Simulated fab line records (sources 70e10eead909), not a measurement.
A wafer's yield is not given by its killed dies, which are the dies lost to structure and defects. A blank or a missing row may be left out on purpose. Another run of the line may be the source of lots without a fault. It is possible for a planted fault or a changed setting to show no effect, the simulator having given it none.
fab line records	flow nand-harc
record lots=7	wafers=21	last-day=23
route steps=1159 shown P_GATE@113 END@1159
lots that met no fault: from a run of the same line without faults
start-h: hours from the record's opening day to when the first of the lot's shown wafers began	wait-h: time in hours since the lot's previous step	" the same as in the row above	L1.1+2: several wafers, shown together as one row	- no value, or no start was given	* or withheld: withheld	< > ~ a bound
route shown NAME@n: a module of which the file shows steps, and the number in the route of the first	usual: mean and standard deviation over wafers with no fault	same: alike in all rows	chamber/n: place in a boat	sites: per-site readings	_std_site: the standard deviation of these	_edge_site: mean of outer sites minus mean of inner sites	radius-mm: for every site, how far away it sits from the centre of the wafer	mask NAME#n: copy n	behind: the most recent tool/chamber to have shaped the wafer	hold: cause of the lot's hold/its duration in hours/its outcome	device: names the non-switching transistor (n, p or np)	end of line: the route-end tests of the same wafers	a step with no rows: only its recipe	killed: not the wafer's yield, but the dies lost to structure and defects at the first sort	map: a wafer's dies, marking killed ones x, the rest . and places with no die _
set.NAME: the setting as run; set.NAME@STEP: as run at that earlier step	model.NAME: the simulator's own value behind a step, which no gauge read
certain route steps with their lots: each step a table, each wafer a row
services: the hour from which a tool's chamber was out of use, counted from the record's first day as start-h (under 0 if before that day), plus the number of hours and why
## steps
# step NHARC_P_GATE_OXIDE_02
# recipe target-thk-a=375	temp-c=950	p-h2o-torr=720	ox-time-s=365	material=SiO2
# step NHARC_P_GATE_DEHYDRATE_03
# recipe temp-c=150	time-s=120
# step NHARC_P_GATE_HMDS_04
# recipe time-s=30
# step NHARC_P_GATE_COAT_05
# recipe spin-rpm=4690
# step NHARC_P_GATE_SOFTBAKE_06
# recipe temp-c=122	time-s=95
# step NHARC_P_GATE_EBR_07
# step NHARC_P_GATE_EXPOSE_08
# recipe na=0.6	dose-mj=16.75	mask-id=P_HV
# step NHARC_P_GATE_PEB_09
# recipe peb-temp-c=118	peb-time-s=85
# step NHARC_P_GATE_DEVELOP_10
# recipe time-s=70
# step NHARC_P_GATE_CD_MEAS_11
# recipe target-cd-nm=1640	landing-energy-ev=500
# usual cd-nm=1641.3/2.3
lot.wafer	tool	chamber	start-h	wait-h	cd-nm
L106.1	cd-sem-01	0	128.91	-	1644.7
L106.3	"	0	"	"	1638.9
L106.4	"	0	"	"	1639.4
L107.2	cd-sem-03	0	133.61	-	1646.4
L107.3	"	0	"	"	1642.7
L107.6	"	0	"	"	1643.4
L108.1	cd-sem-01	0	149.99	-	1638.3
L108.4	"	0	"	"	1641.2
L108.5	"	0	"	"	1636.8
L111.2	cd-sem-01	0	157.12	-	1642.6
L111.3	"	0	"	"	1641.8
L111.6	"	0	"	"	1638.7
L115.3	cd-sem-01	0	183.11	-	1645.9
L115.5	"	0	"	"	1639.7
L115.6	"	0	"	"	1641.0
L116.2	cd-sem-01	0	187.77	-	1643.4
L116.3	"	0	"	"	1644.2
L116.4	"	0	"	"	1642.0
L117.2	cd-sem-02	0	187.93	-	1641.5
L117.3	"	0	"	"	1639.8
L117.5	"	0	"	"	1638.9
# step NHARC_P_GATE_HARDBAKE_12
# recipe temp-c=125	time-s=80
# step NHARC_P_GATE_DESCUM_13
# recipe time-s=3	o2-flow-sccm=200	ar-flow-sccm=0	bias-power-w=0	chemistry=O2
# usual chamber-pressure-mTorr=59.99/0.055	drypump-motor-current-A=5.49/0.28	oes-product-au=0.999/0.012	rf-vpp-V=57.6/0.96	showerhead-plenum-p-Torr=1.87/0.077	throttle-valve-pct=11.311/0.0095
lot.wafer	tool	chamber	start-h	wait-h	chamber-pressure-mTorr	drypump-motor-current-A	oes-product-au	rf-hours-counter-h	rf-vpp-V	showerhead-plenum-p-Torr	throttle-valve-pct
L106.3	rie-diel-11	3	129.07	-	60.03	5.12	0.985	19	57.3	1.82	11.300
L106.1	"	0	"	"	60.09	5.67	0.996	18	56.9	1.78	11.317
L106.4	"	2	"	"	60.02	5.24	0.993	19	56.3	1.89	11.311
L107.2	rie-diel-11	1	133.76	-	59.96	5.76	0.989	19	58.7	1.87	11.316
L107.3	"	0	"	"	59.93	5.61	1.015	18	56.1	1.78	11.334
L107.6	"	1	"	"	59.92	5.78	0.991	-	57.4	1.87	11.306
L108.4	rie-diel-11	0	150.15	-	60.02	5.65	1.009	21	57.8	1.78	11.308
L108.1	"	3	"	"	59.95	5.13	0.991	22	57.6	1.82	11.323
L108.5	"	1	"	"	59.92	5.77	0.979	-	57.5	1.87	11.325
L111.3	rie-diel-05	1	157.30	-	59.93	5.41	0.986	59	59.7	1.90	11.301
L111.2	"	0	"	"	60.06	5.61	1.011	54	57.9	1.83	11.296
L111.6	"	2	"	"	60.05	5.72	1.000	-	57.3	2.03	11.323
L115.3	rie-diel-05	0	183.30	-	59.95	5.59	0.968	1	57.4	1.83	11.314
L115.6	"	1	"	"	60.00	5.42	1.018	-	58.3	1.90	11.308
L115.5	"	2	"	"	60.03	5.73	1.003	-	57.8	2.03	11.306
L116.3	rie-diel-11	0	187.93	-	60.00	5.61	1.015	27	57.4	1.78	11.298
L116.4	"	2	"	"	60.05	5.22	0.988	29	55.8	1.89	11.311
L116.2	"	3	"	"	59.84	5.12	0.989	28	56.5	1.82	11.319
L117.2	rie-diel-11	1	188.10	-	59.97	5.78	0.996	28	57.2	1.87	11.319
L117.3	"	2	"	"	60.01	5.21	0.987	29	56.8	1.89	11.306
L117.5	"	1	"	"	59.99	5.76	0.986	-	58.1	1.87	11.306
# step NHARC_P_GATE_ETCH_14
# recipe target-depth-a=488	chemistry=dHF	material=SiO2
lot.wafer	tool	chamber	start-h	wait-h
L106.4+3+1	wet-bench-02	7,0,1	129.22	0.1
L107.2+3+6	wet-bench-03	1,2,4	133.90	0.1
L108.5+1+4	wet-bench-02	4,7,1	150.29	0.1
L111.2+3+6	wet-bench-03	7,0,2	157.44	0.1
L115.3+6+5	wet-bench-02	2,3,5	183.40	0.1
L116.2+4+3	wet-bench-09	7,0,2	188.07	0.1
L117.5+3+2	wet-bench-03	4,7,1	188.23	0.1
# step NHARC_P_GATE_STRIP_15
# recipe time-s=780	temp-c=130	chemistry=SPM
# step NHARC_P_GATE_PRECLEAN_71
# recipe time-s=*	temp-c=50	bath-age-min=0	chemistry=SC1
# step NHARC_P_GATE_SRD_72
# step NHARC_P_GATE_OXIDE_16
# recipe target-thk-a=30	temp-c=875	ox-time-s=392	material=SiO2
# step NHARC_P_GATE_CVD_17
# recipe target-thk-a=1500	temp-c=620	time-s=900	material=poly-Si
# step NHARC_P_GATE_HM_DEP_102
# recipe target-thk-a=1200	temp-c=400	material=aC
# step NHARC_P_GATE_DEP_103
# recipe target-thk-a=300	target-thk-nm=30	temp-c=400	flow-sccm=200	rf-w=350	material=SiON
# usual heater-power-w=750/73
lot.wafer	tool	chamber	start-h	wait-h	heater-power-w
L106.1	pecvd-01	1	142.91	0.6	731
L106.3	"	2	"	"	786
L106.4	"	2	"	"	799
L107.2	pecvd-02	1	146.92	0.5	686
L107.3	"	0	"	"	628
L107.6	"	1	"	"	686
L108.1	pecvd-01	1	163.94	0.6	853
L108.4	"	1	"	"	684
L108.5	"	0	"	"	630
L111.3	pecvd-02	1	170.20	0.4	692
L111.2	"	2	"	"	811
L111.6	"	1	"	"	674
L115.3	pecvd-01	1	197.52	0.3	835
L115.6	"	1	"	"	683
L115.5	"	2	"	"	819
L116.2	pecvd-02	0	200.63	0.5	693
L116.3	"	1	"	"	672
L116.4	"	0	"	"	653
L117.2	pecvd-01	1	200.65	0.5	697
L117.3	"	2	"	"	753
L117.5	"	1	"	"	706
# step NHARC_P_GATE_DEHYDRATE_18
# recipe temp-c=150	time-s=120
# step NHARC_P_GATE_HMDS_19
# recipe time-s=30
# step NHARC_P_GATE_COAT_20
# recipe spin-rpm=1500	resist-thk-nm=90
# step NHARC_P_GATE_SOFTBAKE_21
# recipe temp-c=105	time-s=55
# step NHARC_P_GATE_EBR_22
# step NHARC_P_GATE_EXPOSE_23
# recipe na=1.35	target-cd-nm=120	dose-mj=93.91	mask-id=P_GATE
# step NHARC_P_GATE_PEB_24
# recipe peb-temp-c=100	peb-time-s=65
# step NHARC_P_GATE_DEVELOP_25
# recipe develop-time-s=35	dev-temp-c=23
# step NHARC_P_GATE_CD_MEAS_26
# recipe target-cd-nm=120	landing-energy-ev=500
# usual cd-nm=119.7/0.79
lot.wafer	tool	chamber	start-h	wait-h	cd-nm
L106.1	cd-sem-01	0	143.58	-	118.5
L106.3	"	0	"	"	119.2
L106.4	"	0	"	"	119.5
L107.2	cd-sem-03	0	147.65	-	119.0
L107.3	"	0	"	"	119.2
L107.6	"	0	"	"	118.3
L108.1	cd-sem-02	0	164.62	-	120.1
L108.4	"	0	"	"	119.7
L108.5	"	0	"	"	119.8
L111.2	cd-sem-02	0	170.86	-	119.2
L111.3	"	0	"	"	120.5
L111.6	"	0	"	"	119.9
L115.3	cd-sem-02	0	198.08	-	119.0
L115.5	"	0	"	"	119.3
L115.6	"	0	"	"	119.3
L116.2	cd-sem-01	0	201.31	-	119.6
L116.3	"	0	"	"	119.0
L116.4	"	0	"	"	118.4
L117.2	cd-sem-02	0	201.47	-	119.3
L117.3	"	0	"	"	120.3
L117.5	"	0	"	"	120.3
# step NHARC_P_GATE_OVL_MEAS_27
# usual overlay-x-nm=-0.2/0.87	overlay-y-nm=-0.3/1.1
lot.wafer	tool	chamber	start-h	wait-h	overlay-x-nm	overlay-y-nm
L106.1	overlay-01	-	143.67	-	0.2	0.4
L106.3	"	-	"	"	0.2	-0.2
L106.4	"	-	"	"	0.1	0.1
L107.2	overlay-02	-	147.74	-	0.5	-1.4
L107.3	"	-	"	"	-0.3	-1.4
L107.6	"	-	"	"	-0.3	-0.8
L108.1	overlay-01	-	164.71	-	0.1	-0.3
L108.4	"	-	"	"	-0.2	-0.5
L108.5	"	-	"	"	-0.3	-0.8
L111.2	overlay-02	-	170.94	-	0.4	-0.1
L111.3	"	-	"	"	-0.3	0.2
L111.6	"	-	"	"	0.1	0.4
L115.3	overlay-01	-	198.17	-	-1.9	-2.5
L115.5	"	-	"	"	-1.5	-2.8
L115.6	"	-	"	"	-1.4	-2.9
L116.2	overlay-01	-	201.41	-	-0.2	0.5
L116.3	"	-	"	"	-0.9	0.6
L116.4	"	-	"	"	-0.6	0.7
L117.2	overlay-02	-	201.55	-	-0.3	0.3
L117.3	"	-	"	"	0.1	0.7
L117.5	"	-	"	"	-0.3	1.3
# step NHARC_P_GATE_INSPECT_28
# usual raw-defect-count=5.2/2.5
lot.wafer	tool	chamber	start-h	wait-h	raw-defect-count
L106.1	defect-inspect-02	-	143.71	0.0	2
L106.3	"	-	"	"	7
L106.4	"	-	"	"	5
L107.2	defect-inspect-02	-	147.77	0.0	16
L107.3	"	-	"	"	7
L107.6	"	-	"	"	6
L108.1	defect-inspect-01	-	164.75	0.0	4
L108.4	"	-	"	"	5
L108.5	"	-	"	"	6
L111.2	defect-inspect-02	-	170.98	0.0	2
L111.3	"	-	"	"	5
L111.6	"	-	"	"	6
L115.3	defect-inspect-02	-	198.20	0.0	1
L115.5	"	-	"	"	1
L115.6	"	-	"	"	2
L116.2	defect-inspect-02	-	201.45	0.0	3
L116.3	"	-	"	"	4
L116.4	"	-	"	"	2
L117.2	defect-inspect-01	-	201.59	0.0	3
L117.3	"	-	"	"	2
L117.5	"	-	"	"	2
# step NHARC_P_GATE_DESCUM_31
# recipe time-s=3	o2-flow-sccm=200	ar-flow-sccm=0	bias-power-w=0	chemistry=O2
# step NHARC_P_GATE_ETCH_104
# recipe target-depth-a=600	time-s=withheld	cf4-flow-sccm=100	chf3-flow-sccm=30	ar-flow-sccm=0	rf-w=500	bias-w=200	chemistry=CF4/CHF3
# usual chamber-pressure-mTorr=24.999/0.021	drypump-motor-current-A=5.51/0.27	oes-product-au=0.951/0.026	rf-vpp-V=369.6/2.5	showerhead-plenum-p-Torr=1.55/0.068	throttle-valve-pct=16.803/0.009
lot.wafer	tool	chamber	start-h	wait-h	chamber-pressure-mTorr	drypump-motor-current-A	oes-product-au	rf-vpp-V	showerhead-plenum-p-Torr	throttle-valve-pct
L106.4	rie-diel-11	2	143.86	0.1	25.026	5.22	0.913	371.3	1.56	16.808
L106.3	"	0	"	"	25.043	5.62	0.944	366.1	1.47	16.808
L106.1	"	1	"	"	24.996	5.77	0.920	369.3	1.54	16.807
L107.3	rie-diel-06	2	147.92	0.1	24.980	6.07	0.964	368.1	1.53	16.808
L107.2	"	0	"	"	24.959	5.41	0.985	367.8	1.48	16.801
L107.6	"	1	"	"	24.997	6.09	0.959	371.3	1.59	16.789
L108.4	rie-diel-11	3	164.90	0.1	25.000	5.11	0.918	367.2	1.50	16.795
L108.1	"	0	"	"	25.014	5.66	0.932	367.7	1.47	16.795
L108.5	"	2	"	"	25.004	5.22	0.917	368.8	1.56	16.804
L111.3	rie-diel-11	0	171.19	0.1	24.996	5.63	0.984	366.2	1.47	16.809
L111.2	"	2	"	"	25.008	5.23	0.969	370.3	1.56	16.807
L111.6	"	1	"	"	24.993	5.76	0.970	368.2	1.54	16.815
L115.3	rie-diel-05	2	198.46	0.1	25.042	5.73	0.911	373.9	1.66	16.792
L115.6	"	2	"	"	25.028	5.72	0.914	373.9	1.66	16.812
L115.5	"	3	"	"	25.027	5.37	0.913	375.1	1.70	16.821
L116.2	rie-diel-11	1	201.59	0.1	25.010	5.76	0.975	370.2	1.54	16.811
L116.3	"	2	"	"	24.977	5.22	0.976	370.6	1.56	16.796
L116.4	"	0	"	"	25.019	5.62	0.981	367.9	1.47	16.797
L117.2	rie-diel-11	0	201.79	0.1	24.975	5.63	0.965	367.1	1.47	16.809
L117.3	"	1	"	"	24.977	5.76	0.950	367.9	1.54	16.810
L117.5	"	3	"	"	25.029	5.15	0.948	368.5	1.50	16.801
# step NHARC_P_GATE_HM_OPEN_105
# recipe target-depth-a=3600	o2-flow-sccm=400	cos-flow-sccm=20	ar-flow-sccm=0	rf-w=500	bias-w=300	chemistry=O2/COS
# step NHARC_P_GATE_STRIP_106
# recipe o2-flow-sccm=400	cos-flow-sccm=20	ar-flow-sccm=0	bias-w=0	chemistry=O2/COS
# step NHARC_P_GATE_ETCH_114
# recipe target-depth-a=300	overetch-a=30	time-s=16.5	ion-energy-ev=100	cf4-flow-sccm=80	o2-flow-sccm=20	ar-flow-sccm=0	rf-w=300	bias-w=100	chemistry=CF4/O2
# step NHARC_P_GATE_ETCH_32
# recipe target-depth-a=1500	over-etch-frac=1	over-etch-ion-energy-ev=40	time-s=100.1	hbr-flow-sccm=150	cl2-flow-sccm=50	rf-w=400	icp-w=400	bias-w=100	chemistry=HBr/Cl2
# usual chamber-pressure-mTorr=15.000/0.015	drypump-motor-current-A=5.97/0.29	oes-product-au=1.004/0.0099	throttle-valve-pct=26.406/0.0085
lot.wafer	tool	chamber	start-h	wait-h	chamber-pressure-mTorr	drypump-motor-current-A	oes-product-au	rf-hours-counter-h	throttle-valve-pct
L106.4	rie-si-04	1	144.23	-	14.999	6.04	0.993	0.2	26.417
L106.3	"	2	"	"	14.995	5.88	0.993	0.3	26.419
L106.1	"	0	"	"	14.986	6.25	0.996	0.2	26.392
L107.2	rie-si-04	2	148.42	-	15.011	5.85	0.998	0.4	26.407
L107.3	"	0	"	"	14.997	6.20	0.998	0.3	26.405
L107.6	"	2	"	"	14.980	5.85	1.002	-	26.415
L108.4	rie-si-05	2	165.32	-	15.021	6.24	1.031	1.0	26.415
L108.1	"	3	"	"	14.995	6.06	1.007	1.0	26.409
L108.5	"	0	"	"	14.996	6.47	1.017	-	26.394
L111.3	rie-si-03	0	171.60	-	15.023	6.05	1.002	0.1	26.420
L111.2	"	1	"	"	14.998	6.23	0.995	0.1	26.419
L111.6	"	2	"	"	14.983	5.81	1.028	-	26.396
L115.3	rie-si-05	0	199.04	-	14.993	6.48	1.013	1.3	26.411
L115.6	"	0	"	"	15.019	6.46	1.006	-	26.411
L115.5	"	1	"	"	15.008	5.42	1.011	-	26.413
L116.4	rie-si-05	3	202.09	-	14.999	6.07	1.004	1.3	26.406
L116.3	"	0	"	"	15.004	6.50	1.011	1.4	26.402
L116.2	"	1	"	"	15.001	5.42	1.002	1.3	26.400
L117.3	rie-si-04	3	202.17	-	15.000	5.50	0.999	0.9	26.398
L117.2	"	2	"	"	15.011	5.85	0.995	1.1	26.408
L117.5	"	3	"	"	14.995	5.53	0.992	-	26.412
# step NHARC_P_GATE_STRIP_108
# recipe o2-flow-sccm=500	ar-flow-sccm=0	bias-w=0	chemistry=O2
# usual chamber-pressure-mTorr=60.00/0.053	drypump-motor-current-A=5.51/0.25	oes-product-au=0.999/0.011	rf-vpp-V=57.7/0.89	showerhead-plenum-p-Torr=3.47/0.15	throttle-valve-pct=17.036/0.0088
lot.wafer	tool	chamber	start-h	wait-h	chamber-pressure-mTorr	drypump-motor-current-A	oes-product-au	rf-hours-counter-h	rf-vpp-V	showerhead-plenum-p-Torr	throttle-valve-pct
L106.4	rie-diel-05	1	144.40	-	59.98	5.44	0.999	54	57.6	3.51	17.042
L106.3	"	2	"	"	59.94	5.74	0.999	54	58.3	3.74	17.037
L106.1	"	3	"	"	60.12	5.38	1.009	53	58.1	3.27	17.016
L107.2	rie-diel-11	3	148.58	-	59.97	5.13	0.991	22	56.5	3.37	17.023
L107.3	"	1	"	"	60.02	5.80	0.987	22	57.9	3.46	17.033
L107.6	"	3	"	"	60.03	5.14	1.002	-	57.7	3.37	17.034
L108.4	rie-diel-11	0	165.45	-	59.95	5.61	1.005	24	56.7	3.30	17.031
L108.1	"	2	"	"	59.95	5.21	0.991	25	58.1	3.49	17.048
L108.5	"	1	"	"	59.98	5.79	0.996	-	57.9	3.45	17.033
L111.3	rie-diel-11	2	171.72	-	59.98	5.24	0.982	27	58.3	3.49	17.040
L111.2	"	1	"	"	60.01	5.77	0.992	27	59.0	3.45	17.028
L111.6	"	2	"	"	59.92	5.20	0.990	-	57.7	3.49	17.033
L115.3	rie-diel-11	2	199.22	-	60.01	5.22	0.998	0	56.6	3.49	17.039
L115.6	"	1	"	"	60.01	5.78	0.994	-	56.9	3.45	17.035
L115.5	"	2	"	"	59.92	5.26	1.001	-	57.1	3.49	17.036
L116.4	rie-diel-05	3	202.25	-	60.11	5.41	1.017	8	59.5	3.80	17.027
L116.2	"	1	"	"	60.02	5.44	1.010	7	57.9	3.50	17.043
L116.3	"	2	"	"	60.04	5.76	1.005	8	59.4	3.73	17.041
L117.3	rie-diel-11	2	202.33	-	60.07	5.21	0.998	1	57.8	3.49	17.034
L117.2	"	1	"	"	60.03	5.79	1.009	1	57.8	3.45	17.028
L117.5	"	2	"	"	59.98	5.20	1.003	-	57.0	3.49	17.023
# step NHARC_P_GATE_CD_MEAS_33
# usual cd-nm=122/3.2
lot.wafer	tool	chamber	start-h	wait-h	cd-nm
L106.1	cd-sem-03	-	144.58	-	125
L106.3	"	-	"	"	117
L106.4	"	-	"	"	123
L107.2	cd-sem-02	-	148.74	-	116
L107.3	"	-	"	"	120
L107.6	"	-	"	"	111
L108.1	cd-sem-02	-	165.62	-	121
L108.4	"	-	"	"	122
L108.5	"	-	"	"	125
L111.2	cd-sem-03	-	171.90	-	124
L111.3	"	-	"	"	122
L111.6	"	-	"	"	120
L115.3	cd-sem-03	-	199.38	-	123
L115.5	"	-	"	"	126
L115.6	"	-	"	"	129
L116.2	cd-sem-02	-	202.43	-	124
L116.3	"	-	"	"	120
L116.4	"	-	"	"	122
L117.2	cd-sem-03	-	202.50	-	118
L117.3	"	-	"	"	127
L117.5	"	-	"	"	124
# step NHARC_P_GATE_STRIP_35
# recipe time-s=600	temp-c=130	chemistry=SPM
# step NHARC_P_GATE_PRECLEAN_73
# recipe time-s=*	temp-c=50	bath-age-min=0	chemistry=SC1
# step NHARC_P_GATE_SRD_74
# step NHARC_END_SORT_01
# recipe temp-c=25
# usual killed-at-array=24/8.4	killed-at-other=0.7/1.1	killed-at-periphery=2.9/1.7	killed-dies=27/8.6	killed-open=3.3/1.8	killed-short=1.8/1.4
# same gross-dies=677
lot.wafer	tool	chamber	start-h	wait-h	killed-at-array	killed-at-other	killed-at-periphery	killed-dies	killed-open	killed-short
L117.2	prober-02	0	550.14	2.8	36	0	641	677	2	3
L117.3	prober-02	0	550.94	3.1	28	0	649	677	5	0
L117.5	prober-02	0	552.55	3.7	29	0	648	677	1	1
L116.2	prober-01	0	550.21	2.8	29	0	648	677	3	0
L116.3	prober-01	0	551.01	3.1	18	0	659	677	4	0
L116.4	prober-01	0	551.81	3.4	28	1	648	677	4	2
L115.3	prober-01	0	558.74	3.1	28	0	649	677	4	1
L115.5	prober-01	0	560.33	3.7	26	0	651	677	2	1
L115.6	prober-01	0	561.12	4.0	18	0	659	677	2	2
# killed by level:class
L117.2 P_GATE:area-etch=638 A_CHANNEL_HOLE_D1:chamber-film-flake=19 A_CONTACT:chamber-film-flake=7 A_ZERO_WELL:chamber-film-flake=2 A_ONON_D1:geometric-particle:open=1 A_ONON_D1:geometric-particle:short=1 A_CHANNEL_HOLE_D1:geometric-particle:open=1 A_CHANNEL_FILL_D1:geometric-particle:short=1
L116.2 P_GATE:area-etch=645 A_SLIT:chamber-film-flake=9 A_CHANNEL_HOLE_D1:chamber-film-flake=6 A_M0:chamber-film-flake=5 A_CONTACT:chamber-film-flake=4 A_STAIRCASE:chamber-film-flake=3 P_M0:geometric-particle:open=1 A_CHANNEL_FILL_D1:geometric-particle:open=1
L117.3 P_GATE:area-etch=647 A_CHANNEL_HOLE_D1:chamber-film-flake=20 A_CHANNEL_HOLE_D1:geometric-particle:open=2 A_STAIRCASE:chamber-film-flake=2 A_CONTACT:chamber-film-flake=2 P_GATE:geometric-particle:open=1 A_CONTACT:geometric-particle:open=1 A_M0:geometric-particle:open=1
L116.3 P_GATE:area-etch=658 A_SLIT:chamber-film-flake=8 A_CONTACT:chamber-film-flake=3 A_M0:chamber-film-flake=2 P_GATE:geometric-particle:open=1 A_ONON_D1:geometric-particle:open=1 A_CHANNEL_FILL_D1:geometric-particle:open=1 A_CONTACT:geometric-particle:open=1
L116.4 P_GATE:area-etch=644 A_SLIT:chamber-film-flake=14 A_CONTACT:chamber-film-flake=5 P_GATE:chamber-film-flake=2 A_CHANNEL_HOLE_D1:chamber-film-flake=2 A_STAIRCASE:chamber-film-flake=2 P_GATE:geometric-particle:open=1 P_M0:geometric-particle:open=1
L117.5 P_GATE:area-etch=648 A_CHANNEL_HOLE_D1:chamber-film-flake=20 A_CONTACT:chamber-film-flake=5 A_STAIRCASE:chamber-film-flake=2 A_ONON_D1:geometric-particle:short=1 A_CHANNEL_FILL_D1:geometric-particle:open=1
L115.3 P_GATE:area-etch=641 A_CHANNEL_HOLE_D1:chamber-film-flake=20 P_CONTACT:geometric-particle:open=3 P_M0:chamber-film-flake=3 A_STAIRCASE:chamber-film-flake=3 A_CONTACT:chamber-film-flake=2 P_CONTACT:geometric-particle:short=1 A_CHANNEL_FILL_D1:geometric-particle:open=1
L115.5 P_GATE:area-etch=647 A_CHANNEL_HOLE_D1:chamber-film-flake=20 A_CONTACT:chamber-film-flake=4 P_M0:geometric-particle:short=1 P_M0:geometric-particle:open=1 A_CHANNEL_HOLE_D1:geometric-particle:open=1 P_GATE:chamber-film-flake=1 P_M0:chamber-film-flake=1
L115.6 P_GATE:area-etch=656 A_CHANNEL_HOLE_D1:chamber-film-flake=11 A_STAIRCASE:chamber-film-flake=3 P_CONTACT:geometric-particle:open=1 A_ONON_D1:geometric-particle:open=1 A_CHANNEL_FILL_D1:geometric-particle:short=1 A_SGD_CUT:geometric-particle:short=1 P_GATE:chamber-film-flake=1
# map L115.3 (x killed, . not)
____________x____________
_________xxxxxxx_________
_______xxxxxxxxxxx_______
______xxxxxxxxxxxxx______
_____xxxxxxxxxxxxxxx_____
____xxxxxxxxxxxxxxxxx____
____xxxxxxxxxxxxxxxxx____
___xxxxxxxxxxxxxxxxxxx___
___xxxxxxxxxxxxxxxxxxx___
__xxxxxxxxxxxxxxxxxxxxx__
__xxxxxxxxxxxxxxxxxxxxx__
_xxxxxxxxxxxxxxxxxxxxxxx_
_xxxxxxxxxxxxxxxxxxxxxxx_
_xxxxxxxxxxxxxxxxxxxxxxx_
_xxxxxxxxxxxxxxxxxxxxxxx_
_xxxxxxxxxxxxxxxxxxxxxxx_
xxxxxxxxxxxxxxxxxxxxxxxxx
xxxxxxxxxxxxxxxxxxxxxxxxx
xxxxxxxxxxxxxxxxxxxxxxxxx
xxxxxxxxxxxxxxxxxxxxxxxxx
xxxxxxxxxxxxxxxxxxxxxxxxx
_xxxxxxxxxxxxxxxxxxxxxxx_
_xxxxxxxxxxxxxxxxxxxxxxx_
_xxxxxxxxxxxxxxxxxxxxxxx_
_xxxxxxxxxxxxxxxxxxxxxxx_
_xxxxxxxxxxxxxxxxxxxxxxx_
__xxxxxxxxxxxxxxxxxxxxx__
__xxxxxxxxxxxxxxxxxxxxx__
___xxxxxxxxxxxxxxxxxxx___
___xxxxxxxxxxxxxxxxxxx___
____xxxxxxxxxxxxxxxxx____
____xxxxxxxxxxxxxxxxx____
_____xxxxxxxxxxxxxxx_____
______xxxxxxxxxxxxx______
_______xxxxxxxxxxx_______
_________xxxxxxx_________
____________x____________
# map L116.2 (x killed, . not)
____________x____________
_________xxxxxxx_________
_______xxxxxxxxxxx_______
______xxxxxxxxxxxxx______
_____xxxxxxxxxxxxxxx_____
____xxxxxxxxxxxxxxxxx____
____xxxxxxxxxxxxxxxxx____
___xxxxxxxxxxxxxxxxxxx___
___xxxxxxxxxxxxxxxxxxx___
__xxxxxxxxxxxxxxxxxxxxx__
__xxxxxxxxxxxxxxxxxxxxx__
_xxxxxxxxxxxxxxxxxxxxxxx_
_xxxxxxxxxxxxxxxxxxxxxxx_
_xxxxxxxxxxxxxxxxxxxxxxx_
_xxxxxxxxxxxxxxxxxxxxxxx_
_xxxxxxxxxxxxxxxxxxxxxxx_
xxxxxxxxxxxxxxxxxxxxxxxxx
xxxxxxxxxxxxxxxxxxxxxxxxx
xxxxxxxxxxxxxxxxxxxxxxxxx
xxxxxxxxxxxxxxxxxxxxxxxxx
xxxxxxxxxxxxxxxxxxxxxxxxx
_xxxxxxxxxxxxxxxxxxxxxxx_
_xxxxxxxxxxxxxxxxxxxxxxx_
_xxxxxxxxxxxxxxxxxxxxxxx_
_xxxxxxxxxxxxxxxxxxxxxxx_
_xxxxxxxxxxxxxxxxxxxxxxx_
__xxxxxxxxxxxxxxxxxxxxx__
__xxxxxxxxxxxxxxxxxxxxx__
___xxxxxxxxxxxxxxxxxxx___
___xxxxxxxxxxxxxxxxxxx___
____xxxxxxxxxxxxxxxxx____
____xxxxxxxxxxxxxxxxx____
_____xxxxxxxxxxxxxxx_____
______xxxxxxxxxxxxx______
_______xxxxxxxxxxx_______
_________xxxxxxx_________
____________x____________
## services
tool	chamber	start-h	hours	kind
wet-bench-09	-	112.80	8.0	pm
rie-diel-05	-	115.10	0.3	repair
rie-diel-05	0	115.43	4.8	repair
rie-diel-11	0	119.03	-	clean
rie-diel-11	1	119.03	-	clean
rie-diel-11	2	119.03	-	clean
rie-diel-11	3	119.03	-	clean
rie-diel-11	0	143.53	-	clean
rie-diel-11	1	143.53	-	clean
rie-diel-11	2	143.53	-	clean
wet-bench-03	-	146.40	8.0	pm
rie-si-03	0	152.79	7.6	repair
pecvd-02	-	153.00	13.0	pm
rie-si-03	-	155.00	9.0	pm
rie-si-05	0	159.01	0.9	repair
rie-diel-05	-	171.54	9.0	pm
pecvd-02	0	180.62	5.0	repair
pecvd-02	-	182.66	1.0	repair
rie-si-03	2	184.11	7.6	repair
wet-bench-02	-	185.06	8.0	pm
rie-diel-11	-	185.61	0.6	repair
rie-diel-11	-	189.50	9.0	pm
rie-si-04	-	190.32	1.2	repair
rie-si-03	2	195.39	25.0	repair
## key
first-sign step=NHARC_END_SORT_01	reading=killed-at-periphery	direction=up	sigmas=99+	usual=2.9	struck=650.2
effect step=NHARC_END_SORT_01	reading=killed-dies	direction=up	sigmas=76	usual=27	struck=677
more-kills-born-at NHARC_P_GATE_ETCH_14@wet-bench-09=1947	NHARC_P_GATE_ETCH_14@wet-bench-02=1944	NHARC_P_GATE_ETCH_14@wet-bench-03=1933
met-at NHARC_P_GATE_ETCH_14
struck-wafers L115.3,L115.5,L115.6,L116.2,L116.3,L116.4,L117.2,L117.3,L117.5
later-rows-left-out L115.3,L115.5,L115.6,L116.2,L116.3,L116.4,L117.2,L117.3,L117.5
tester-left-out L115,L116,L117
onset-between 157.44 183.40
also-fits time
fault kind=skipped-step-whole	tool=wet-bench-02,wet-bench-03,wet-bench-09	chamber=-	onset-h=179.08	steps=NHARC_P_GATE_ETCH_14	scope=struck-lots-only
# tester-left-out: of these lots the tester's yield and bins aren't shown, on N5 and GAA mostly nor the transistor test; their killed dies are dies lost to structure and defects alone, not to doping, threshold or leakage, so they don't give the yield
# later-rows-left-out: the simulator's readings of these wafers behind a module that went badly wrong aren't trusted and aren't shown, but for the sort
